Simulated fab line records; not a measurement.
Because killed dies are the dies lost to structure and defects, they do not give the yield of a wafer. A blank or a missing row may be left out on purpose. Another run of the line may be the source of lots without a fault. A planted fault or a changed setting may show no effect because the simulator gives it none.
Split-lot trial -- flow n5-finfet -- route with 1938 steps; 7 lots, 21 wafers read

== ON THE SPLIT ==
At N5_WELL_APT_PEB_06 (peb time 90 s), the setting peb-time-s was moved away from the recipe's 90 s on 7 of the 21 wafers read, by -6.9% to +20.9%. For the rest of the wafers, this setting stayed at what the recipe calls for.

Split to reading: the file shows no intervening step.

== THE READING ==
WELL_APT.cd-nm (the simulator's own value, which no gauge read), in nm, at N5_WELL_APT_DESCUM_13 (chemistry O2, time 7.9 s). The file does not state a usual value for it. Across the 14 wafers here that went through the recipe, the average is 199.9 nm and the standard deviation 1.2 nm.

wafer,"tool, chamber at the split","peb-time-s as run, s",against the recipe,"WELL_APT.cd-nm, nm",against lot-mates on the recipe
L078.1,"litho-track-02, 0",90,recipe,199.7,-
L078.4,"litho-track-02, 0",90,recipe,199.9,-
L078.6,"litho-track-02, 0",90,recipe,198.7,-
L083.1,"litho-track-02, 0",98.53,+9.5%,203.7,+5.3
L083.2,"litho-track-02, 0",90,recipe,198.4,-
L083.4,"litho-track-02, 0",98.53,+9.5%,200.1,+1.7
L089.3,"litho-track-02, 0",108.8,+20.9%,207.8,+6.5
L089.4,"litho-track-02, 0",90,recipe,201.9,-
L089.6,"litho-track-02, 0",90,recipe,200.7,-
L090.1,"litho-track-04, 0",90,recipe,202.6,-
L090.2,"litho-track-04, 0",90,recipe,199.5,-
L090.5,"litho-track-04, 0",90,recipe,200.8,-
L092.2,"litho-track-03, 0",90,recipe,199.2,-
L092.5,"litho-track-03, 0",90,recipe,199.7,-
L092.6,"litho-track-03, 0",90,recipe,199.1,-
L096.3,"litho-track-02, 0",90,recipe,198.7,-
L096.4,"litho-track-02, 0",97.38,+8.2%,201.9,+3.2
L096.6,"litho-track-02, 0",97.38,+8.2%,203.7,+5.0
L097.2,"litho-track-02, 0",90,recipe,200.3,-
L097.3,"litho-track-02, 0",83.8,-6.9%,194.6,-5.7
L097.4,"litho-track-02, 0",83.8,-6.9%,195.9,-4.4

THE FIT
A straight line over all 21 wafers: WELL_APT.cd-nm changes by +0.39 nm for each +1% of peb-time-s; r = +0.86; the points scatter about the line by 1.4 nm.
The same after taking each lot's own level away (the mean of its wafers on the recipe; 21 wafers): +0.415 nm for each +1%; r = +0.90; scatter 1.2 nm.
The reading moves by 8.7 nm for the largest change in peb-time-s, on that fit.
Across the lots, their own levels run from 198.40 to 201.30 nm, a range of 2.5 times the standard deviation given above.
So the lot-to-lot level changes the slope little: the two slopes agree.
Check: with one of the wafers moved furthest among these (+20.9%) left out of the fit, the line predicts +10.4 nm for it against its lot-mates. Against them it came out at +6.5 nm.

== FILE'S OWN FIT ==
WELL_APT.cd-nm changes by +0.371 nm for each +1% of peb-time-s, r = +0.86.
